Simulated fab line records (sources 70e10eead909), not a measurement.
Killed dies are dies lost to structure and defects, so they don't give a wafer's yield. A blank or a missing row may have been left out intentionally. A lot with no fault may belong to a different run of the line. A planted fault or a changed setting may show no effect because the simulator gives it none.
2 desks looking at one fault | flow nand_harc | numbers are kept per desk, each desk with only its own; the story behind them comes last

== FOR THE TOOL OWNER'S DESK: acl_dep-03 ==
The tool's own readings at NHARC_A_CONTACT_DEP_28 (deposits aC, target thk 3600 nm): means of the sampled wafers that have a number, for each lot that ran on this tool. The brackets show how far a lot's mean lies from the usual mean; more than 4 standard deviations puts the lot out of limits, marked OUT.
Columns: A = throttle_valve_pct at NHARC_A_CONTACT_DEP_28, usual 35.000 %
lot  | first seen here | A
L314 | day 19 10:12    | 35.007
L312 | day 19 15:54    | 34.997
L320 | day 20 18:03    | 35.001
L331 | day 22 17:29    | 35.006
L322 | day 23 06:49    | 35.009
This desk's verdict: no lot among the 5 shows anything out of limits.

== THE DEFECT DESK ==
Counts from the inspections along the route, per lot, as means over the sampled wafers that have a number. The brackets show how far a lot's mean lies from the usual mean; more than 4 standard deviations puts the lot out of limits, marked OUT.
Columns: A = raw_defect_count at NHARC_A_CONTACT_INSPECT_44, usual 28
lot  | first seen here | A
L314 | day 19 13:15    | 7
L312 | day 19 18:57    | 8
L310 | day 19 19:06    | 24
L316 | day 20 10:07    | 24
L315 | day 20 15:44    | 12
L317 | day 20 16:15    | 37
L320 | day 20 20:39    | 31
L325 | day 22 08:31    | 33
L331 | day 22 20:11    | 776 (+50) OUT
L326 | day 23 00:54    | 29
L322 | day 23 09:50    | 768 (+49) OUT
L333 | day 23 19:52    | 14
This desk's finding: out of limits on L322, L331; first on L331, day 22 20:11 (raw_defect_count at NHARC_A_CONTACT_INSPECT_44). In limits: L314, L312, L310, L316, L315, L317, L320, L325, L326, L333.

== BROUGHT TOGETHER ==
The defect desk could have raised an alarm at day 22 20:11, on L322, L331.
The tool owner's desk saw nothing out of limits.
Tool owner's desk: L322, L331 on record, inside its limits.
All the named lots went through NHARC_A_CONTACT_DEP_28 on acl_dep-03.

== WHAT HAD BEEN PUT IN BY THE SIMULATOR ==
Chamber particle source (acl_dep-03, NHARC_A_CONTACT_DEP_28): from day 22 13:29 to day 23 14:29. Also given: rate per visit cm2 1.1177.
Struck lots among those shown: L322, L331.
Hours from the fault's start to each desk's first reading out of limits: the defect desk, 7.
